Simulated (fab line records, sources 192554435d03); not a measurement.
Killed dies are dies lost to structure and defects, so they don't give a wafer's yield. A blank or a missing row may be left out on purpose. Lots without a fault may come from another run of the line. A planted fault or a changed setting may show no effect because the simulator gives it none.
A struck lot beside a sound one | flow n5_finfet | 19 steps out of a route of 1938
Sound: wafers L702.1, L702.2, L702.5. Struck: wafers L715.2, L715.5, L715.6. The cause comes at the end.
At each step with rows: each side's tool, then ch and its chambers, then its first start. Under that, the readings that differ: sound wafers | struck wafers | difference of the means | sigmas: that difference in standard deviations of wafers without a fault.
alike: readings whose means differ by less than 2 such deviations, and words and numbers that are the same on both sides. not compared: withheld readings, readings that some wafer has no value for, bounds like >300 that may hide the same value, and numbers for which the record gives no deviation and whose values overlap.
The two part at a step that has a row with sigmas, a row that says differs or no value, or rows on one side only. Numbers that don't overlap but have no deviation are shown without sigmas and don't part them. A reading that every wafer of one side lacks parts them only if that side has two wafers or more.

first, 1 step without rows for these wafers: N5_HKMG_FIN_WET_ETCH_73 (etches the open film in SC1, time 42.3 s, target depth 1.3 nm, rinse time 30 s).
N5_HKMG_FIN_ETCHBACK_68: etches the open film in Cl2/Ar, stops on HfO2, target depth 0.5 nm.
  sound on rie_metal-01 ch 0,1, day 5 11:50; struck on rie_metal-02 ch 0,1, day 8 16:00
  alike: bias_w, chamber_pressure_mTorr, drypump_motor_current_A, oes_product_au, throttle_valve_pct
  not compared: rf_hours_counter_h
then, 1 step without rows for these wafers: N5_HKMG_FIN_STRIP_69 (strips in N2/H2, time 360 s).
N5_HKMG_FIN_ALD_21: deposits TiN, target thk 1.5 nm, pulse time 1 s, purge time 3 s.
  sound on ald_metal-03 ch 1,3, day 5 12:22; struck on ald_metal-02 ch 1,2, day 8 16:32
  alike: heater_power_w, precursor_pulse_height_rel
then, 4 steps without rows for these wafers: N5_HKMG_FIN_ALD_72 (deposits W, target thk 2 nm, pulse time 1 s, purge time 2 s); N5_HKMG_FIN_W_FILL_22 (material W, target thk 60 nm, time 18.2 s); N5_HKMG_FIN_PRECLEAN_83 (cleans in DIW, time 57.5 s); N5_HKMG_FIN_SRD_84 (dry time 32 s).
N5_HKMG_FIN_CMP_23: polishes, stops on SiNx, t overpolish 10 s, target thk 46.326 nm.
  sound on cmp-01 ch 0,1, day 5 12:54; struck on cmp-02 ch 2,3, day 8 17:10
  alike: head_pressure_psi, motor_current_A, overpolish_run_s, time_to_endpoint_s
  not compared: pad_life_wafers
then, 1 step without rows for these wafers: N5_HKMG_FIN_CMP_94 (polishes, stops on SiNx, t overpolish 4.7 s, target thk 43.299 nm).
N5_HKMG_FIN_INSPECT_28: inspects for defects (darkfield).
  sound on defect_inspect-01, day 5 13:37; struck on defect_inspect-02, day 8 17:48
  alike: raw_defect_count
N5_GATE_CUT_ETCHBACK_00: etches W in SF6/Cl2.
  sound on rie_metal-01 ch 0,1, day 5 13:42; struck on rie_metal-03 ch 0,1, day 8 17:50
  no value came back on the struck wafers for any of 5 readings (SF6_flow_sccm (sccm), bias_w (W) and others); on the sound wafers SF6_flow_sccm (sccm) reads 40.13 39.97 40.15
  reading                              | sound        | struck         | difference | sigmas
  model.SiNx_of_SDB_ALD_29.thk_nm (nm) | 27.4 27 27.2 | 28.4 28.4 28.4 | +1.2       |
  not compared: rf_hours_counter_h
N5_GATE_CUT_ETCH_56: etches TiN in Cl2/Ar, target depth 21.6 nm.
  sound on rie_metal-01 ch 0,1, day 5 13:49; struck on rie_metal-03 ch 0,1, day 8 17:57
  alike: drypump_motor_current_A, oes_product_au, throttle_valve_pct
  not compared: rf_hours_counter_h
N5_GATE_CUT_ETCHBACK_30: etches TiN in Cl2/Ar, target depth 3 nm.
  sound on rie_metal-01 ch 0,1, day 5 13:55; struck on rie_metal-03 ch 0,1, day 8 18:02
  alike: bias_w, chamber_pressure_mTorr, drypump_motor_current_A, oes_product_au, throttle_valve_pct
  not compared: rf_hours_counter_h
then, 1 step without rows for these wafers: N5_GATE_CUT_VAPOR_ETCH_60 (etches HfO2 in BCl3/Cl2).
N5_GATE_CUT_ETCH_58: etches SiNx in CH3F/O2, target depth 17 nm, time 128.6 s.
  sound on rie_diel-02 ch 1,3, day 5 13:59; struck on rie_diel-02 ch 0,1,3, day 8 18:11
  reading                              | sound          | struck         | difference | sigmas
  model.SiNx_of_SDB_ALD_29.thk_nm (nm) | 24.6 24.4 24.6 | 25.6 25.6 25.8 | +1.1       |
  alike: CH3F_flow_sccm, drypump_motor_current_A, oes_product_au, rf_vpp_V, showerhead_plenum_p_Torr, throttle_valve_pct
  not compared: rf_hours_counter_h
then, 1 step without rows for these wafers: N5_GATE_CUT_STRIP_59 (strips in N2/H2, time 20 s).
N5_BEOL_M4_RC_MEAS_101:
  the record has rows for the sound wafers here (prober-02 ch 0, day 9 05:48) and none for the struck ones
-- the record jumps here: 9 days lie between the struck wafers' starts before and after (it left off in module BEOL_M4 and takes up again in module PASSIVATION, whose first step shown is number 1936 of the route) --
N5_PASSIVATION_PROBE_49:
  the record has rows for the struck wafers here (prober-01, day 18 04:59) and none for the sound ones

WHERE THEY PART
First at N5_GATE_CUT_ETCHBACK_00; last, within this record, at N5_PASSIVATION_PROBE_49.

WHY: what the simulator had put in
Skipped step whole: rie_metal-03, from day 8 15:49 on, at N5_GATE_CUT_ETCHBACK_00. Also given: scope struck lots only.
